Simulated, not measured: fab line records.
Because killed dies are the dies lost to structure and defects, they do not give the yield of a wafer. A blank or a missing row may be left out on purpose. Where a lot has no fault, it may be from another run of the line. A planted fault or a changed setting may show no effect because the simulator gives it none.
Which tool was responsible?    flow n5 finfet    Sampling: 13 lots, 36 wafers, 5 of 1938 route steps

== WHAT EACH GAUGE READ, for each wafer ==
The record lacks any reading of a measuring or inspecting step that a usual standard deviation could be used to judge.

== WHICH TOOL RAN EACH LOT (tool, then ch and the chambers of the sampled wafers, then the start) ==
lot   N5_BEOL_M15_DEP_53               N5_MIM_BOT_SPUTTER_00         N5_MIM_TOP_ALD_00                 N5_PASSIVATION_PECVD_53          N5_PASSIVATION_PROBE_49
L608  pecvd-03 ch 0,2, day 12 00:55    pvd sputter-02, day 12 03:17  ald hk-01 ch 1,2, day 12 03:24    pecvd-03 ch 0,2, day 12 11:35    -
L610  pecvd-03 ch 0,1, day 13 05:25    pvd sputter-01, day 13 07:31  ald hk-01 ch 2,3, day 13 07:37    pecvd-03 ch 0,1,2, day 13 15:31  -
L611  pecvd-04 ch 0,1,2, day 13 05:34  pvd sputter-01, day 13 07:40  ald hk-03 ch 0,1,3, day 13 07:46  pecvd-02 ch 0,1, day 13 15:44    -
L613  pecvd-02 ch 0,1,2, day 13 15:35  pvd sputter-03, day 13 17:04  ald hk-02 ch 0,2,3, day 13 17:10  pecvd-03 ch 1,2, day 14 03:26    -
L615  pecvd-04 ch 0,2, day 14 06:11    pvd sputter-01, day 14 08:16  ald hk-03 ch 1,2,3, day 14 08:22  pecvd-02 ch 1,2, day 14 15:28    -
L617  pecvd-03 ch 0,1, day 14 14:19    pvd sputter-02, day 14 17:01  ald hk-01 ch 0,1, day 14 17:07    pecvd-04 ch 0,2, day 15 00:47    -
L616  pecvd-02 ch 1,2, day 14 18:43    pvd sputter-03, day 14 20:28  ald hk-02 ch 0,3, day 14 20:34    pecvd-03 ch 0,1,2, day 15 04:49  -
L619  pecvd-03 ch 0,2, day 15 00:56    pvd sputter-01, day 15 02:29  ald hk-02 ch 0,2, day 15 02:35    pecvd-04 ch 2, day 15 10:35      -
L622  pecvd-04 ch 0,2, day 15 17:56    pvd sputter-02, day 15 20:02  ald hk-02 ch 0,2,3, day 15 20:08  pecvd-02 ch 0,1,2, day 16 04:35  -
L624  pecvd-03 ch 0,1,2, day 15 22:27  pvd sputter-02, day 16 01:29  ald hk-03 ch 1,2, day 16 01:35    pecvd-02 ch 0,1,2, day 16 11:25  prober-02, day 16 16:38
L627  pecvd-04 ch 1,2, day 16 22:35    pvd sputter-03, day 17 00:31  ald hk-01 ch 0,1, day 17 00:37    pecvd-04 ch 1,2, day 17 07:33    -
L628  pecvd-03 ch 0,1, day 17 10:43    pvd sputter-02, day 17 13:16  ald hk-01 ch 0,3, day 17 13:22    pecvd-04 ch 0,1,2, day 18 01:14  -
L629  pecvd-03 ch 1, day 18 10:36      pvd sputter-03, day 18 12:11  ald hk-01 ch 1,2, day 18 12:17    pecvd-03 ch 0, day 18 22:22      -
- N5_BEOL_M15_DEP_53: deposits SiCN from 3MS/NH3, target thk 50 nm, time 17.8 s.
- N5_MIM_BOT_SPUTTER_00: material TiN, target thk 35 nm, time 89.7 s.
- N5_MIM_TOP_ALD_00: deposits Al2O3, purge time 3 s, co reactant pulse time 3 s.
- N5_PASSIVATION_PECVD_53: deposits SiO2 from TEOS/O2, target thk 800 nm, time 169.4 s.
- N5_PASSIVATION_PROBE_49

== WHAT THE TOOLS THEMSELVES READ (means of the sampled wafers that have a number; where no wafer has one, the mark that the record gives instead) ==
N5_BEOL_M15_DEP_53. Usual: showerhead plenum p Torr 4.161 Torr, standard deviation 0.022; throttle valve pct 18.0 %, standard deviation 0.95.
lot   tool      showerhead plenum p Torr (Torr)  throttle valve pct (%)  flag
L608  pecvd-03  4.153                            17.3                    
L610  pecvd-03  4.169                            18.0                    
L611  pecvd-04  4.147                            18.1                    
L613  pecvd-02  4.160                            18.7                    
L615  pecvd-04  4.140                            18.7                    
L617  pecvd-03  4.178                            17.9                    
L616  pecvd-02  4.163                            18.3                    
L619  pecvd-03  4.154                            17.6                    
L622  pecvd-04  4.137                            18.8                    
L624  pecvd-03  4.174                            17.7                    
L627  pecvd-04  4.138                            18.2                    
L628  pecvd-03  4.179                            17.9                    
L629  pecvd-03  4.201                            17.4                    

N5_MIM_BOT_SPUTTER_00. Usual: throttle valve pct at 30.2 %, with a standard deviation of 0.98.
lot   tool            throttle valve pct (%)  flag
L608  pvd sputter-02  30.8                    
L610  pvd sputter-01  31.3                    
L611  pvd sputter-01  30.1                    
L613  pvd sputter-03  30.0                    
L615  pvd sputter-01  30.4                    
L617  pvd sputter-02  30.2                    
L616  pvd sputter-03  29.4                    
L619  pvd sputter-01  29.1                    
L622  pvd sputter-02  30.7                    
L624  pvd sputter-02  30.6                    
L627  pvd sputter-03  30.3                    
L628  pvd sputter-02  30.8                    
L629  pvd sputter-03  30.9                    

N5_MIM_TOP_ALD_00. Usual: precursor pulse height rel at 1.002, with a standard deviation of 0.018.
lot   tool       precursor pulse height rel  flag
L608  ald hk-01  1.019                       
L610  ald hk-01  1.009                       
L611  ald hk-03  1.006                       
L613  ald hk-02  1.010                       
L615  ald hk-03  1.018                       
L617  ald hk-01  1.014                       
L616  ald hk-02  0.980                       
L619  ald hk-02  1.016                       
L622  ald hk-02  1.015                       
L624  ald hk-03  1.004                       
L627  ald hk-01  0.998                       
L628  ald hk-01  0.983                       
L629  ald hk-01  1.022                       

N5_PASSIVATION_PECVD_53. Usual: run length s at 196.8 s, with a standard deviation of 0.47.
lot   tool      run length s (s)  flag
L608  pecvd-03  196.7             
L610  pecvd-03  197.0             
L611  pecvd-02  196.7             
L613  pecvd-03  197.0             
L615  pecvd-02  196.5             
L617  pecvd-04  196.4             
L616  pecvd-03  196.9             
L619  pecvd-04  196.6             
L622  pecvd-02  166.8             OFF
L624  pecvd-02  182.0             OFF
L627  pecvd-04  196.8             
L628  pecvd-04  197.0             
L629  pecvd-03  196.8             

N5_PASSIVATION_PROBE_49. Usual: defect limited yield 91.7 %, standard deviation 1.7; killed_at_M0_to_M3 34, standard deviation 10; killed_at_M4_up 13, standard deviation 5.1; killed at contacts 12, standard deviation 6.2; killed at front end 36, standard deviation 12; killed at other 3.2, standard deviation 2.6; killed dies 98, standard deviation 20; killed open 65, standard deviation 13; killed short 32, standard deviation 8.4; sort_bin_5_function 4.8 %, standard deviation 1.1; sort_bin_6_memory 3.2 %, standard deviation 0.74; sort_bin_8_speed 0.00 %, standard deviation 0.012; sort n pass 1082, standard deviation 20; sort yield pct 91.7 %, standard deviation 1.7.
lot   tool       defect limited yield (%)  killed_at_M0_to_M3  killed_at_M4_up  killed at contacts  killed at front end  killed at other  killed dies  killed open  killed short  sort_bin_5_function (%)  sort_bin_6_memory (%)  sort_bin_8_speed (%)  sort n pass  sort yield pct (%)  flag
L624  prober-02  88.7                      54                  9                14                  51                   4.7              133          90           41            7.0                      3.8                    0.00                  1047         88.7                

== THE ANSWER, worked out from the rows above alone ==
Rule: lot off if the mean of its wafers having a number is beyond 3 standard deviations from the usual mean. Also off: a lot with no number at a reading for which 4 or more lots have one. Where the step has rows for the other lots, those lots are counted as sound. The gauges are gone through in route order, then the tools' own readings, and for those a lot's mean is taken as printed above. At the first step where some lot is off, the reading lying furthest off is the one used; lots without a number count as furthest.
Off: L622, L624, at N5_PASSIVATION_PECVD_53 (run length s).
If a tool, at that step or one of the process steps before it, ran each lot that is off and ran no sound lot following the first of them, it fits. One fits: N5_PASSIVATION_PECVD_53 on pecvd-02. Its last sound lot is L615 (day 14 15:28), its first lot that is off L622 (day 16 04:35): a fault that began between those two fits.
The tool's own readings at N5_PASSIVATION_PECVD_53 bear it out: on the lots that are off they differ by more than 5 times the standard deviation of the sound lots' means. run length s reads 174.4 s there against 196.8 s on the sound lots.

== WHAT THE SIMULATOR PUT IN ==
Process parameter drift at N5_PASSIVATION_PECVD_53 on pecvd-02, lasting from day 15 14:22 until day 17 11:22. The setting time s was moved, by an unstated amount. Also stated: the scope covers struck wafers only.
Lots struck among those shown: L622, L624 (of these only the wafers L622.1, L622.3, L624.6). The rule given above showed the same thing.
